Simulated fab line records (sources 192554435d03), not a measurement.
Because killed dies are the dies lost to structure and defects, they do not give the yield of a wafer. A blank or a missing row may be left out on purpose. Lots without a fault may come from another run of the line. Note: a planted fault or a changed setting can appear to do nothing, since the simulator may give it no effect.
Matching of chambers :: flow n5Finfet :: N5_SDB_ETCH_18 on rieDiel-02 has 4 sister chambers
The step etches SOC in N2/H2, target depth 100 nm, overetch 20 nm, time 150 s. 8 wafers are shown with their chamber, then 11 later ones without.

== EACH WAFER AND ITS CHAMBER ==
wafer: L080.2
chamber: 1
drypumpMotorCurrentA (A): 5.9
showerheadPlenumPTorr (Torr): 2.63

wafer: L085.6
chamber: 0
drypumpMotorCurrentA (A): 6.2
showerheadPlenumPTorr (Torr): 2.43

wafer: L088.2
chamber: 0
drypumpMotorCurrentA (A): 6.1
showerheadPlenumPTorr (Torr): 2.43

wafer: L088.3
chamber: 3
drypumpMotorCurrentA (A): 6.6
showerheadPlenumPTorr (Torr): 2.53

wafer: L089.1
chamber: 1
drypumpMotorCurrentA (A): 5.9
showerheadPlenumPTorr (Torr): 2.62

wafer: L089.3
chamber: 2
drypumpMotorCurrentA (A): 5.6
showerheadPlenumPTorr (Torr): 2.52

wafer: L089.4
chamber: 3
drypumpMotorCurrentA (A): 6.6
showerheadPlenumPTorr (Torr): 2.53

wafer: L090.2
chamber: 2
drypumpMotorCurrentA (A): 5.6
showerheadPlenumPTorr (Torr): 2.52

== WAFERS WITHOUT THEIR CHAMBER ==
wafer: L090.3
drypumpMotorCurrentA (A): 6.6
showerheadPlenumPTorr (Torr): 2.53

wafer: L090.5
drypumpMotorCurrentA (A): 5.9
showerheadPlenumPTorr (Torr): 2.62

wafer: L091.3
drypumpMotorCurrentA (A): 6.2
showerheadPlenumPTorr (Torr): 2.43

wafer: L091.4
drypumpMotorCurrentA (A): 6.5
showerheadPlenumPTorr (Torr): 2.53

wafer: L091.6
drypumpMotorCurrentA (A): 6.5
showerheadPlenumPTorr (Torr): 2.53

wafer: L094.1
drypumpMotorCurrentA (A): 5.6
showerheadPlenumPTorr (Torr): 2.52

wafer: L094.2
drypumpMotorCurrentA (A): 5.9
showerheadPlenumPTorr (Torr): 2.62

wafer: L094.3
drypumpMotorCurrentA (A): 6.6
showerheadPlenumPTorr (Torr): 2.52

wafer: L096.2
drypumpMotorCurrentA (A): 6.1
showerheadPlenumPTorr (Torr): 2.42

wafer: L096.3
drypumpMotorCurrentA (A): 6.5
showerheadPlenumPTorr (Torr): 2.52

wafer: L096.5
drypumpMotorCurrentA (A): 5.9
showerheadPlenumPTorr (Torr): 2.62

== THE CHAMBER EACH PASSED THROUGH ==
wafer: L090.3
from the rows above: 3
in truth: 3

wafer: L090.5
from the rows above: 1
in truth: 1

wafer: L091.3
from the rows above: 0
in truth: 0

wafer: L091.4
from the rows above: 3
in truth: 3

wafer: L091.6
from the rows above: 3
in truth: 3

wafer: L094.1
from the rows above: 2
in truth: 2

wafer: L094.2
from the rows above: 1
in truth: 1

wafer: L094.3
from the rows above: 3
in truth: 3

wafer: L096.2
from the rows above: 0
in truth: 0

wafer: L096.3
from the rows above: 3
in truth: 3

wafer: L096.5
from the rows above: 1
in truth: 1
11 of 11 placed correctly. Not placeable from these rows: 0. Placed wrongly: 0.
How it was worked out, from the rows above alone: a wafer's distance from a chamber is the root of the sum, over the readings, of the square of ((its reading less the chamber's mean) divided by the reading's scatter). If the next closest chamber is less than 2 further off than the closest, the wafer can't be placed; otherwise it belongs to the closest. Each chamber's mean is taken over the wafers shown for it. The scatter: take each reading less its chamber's mean, square it, sum over the shown wafers, divide by the number of wafers less the number of chambers, and take the root.
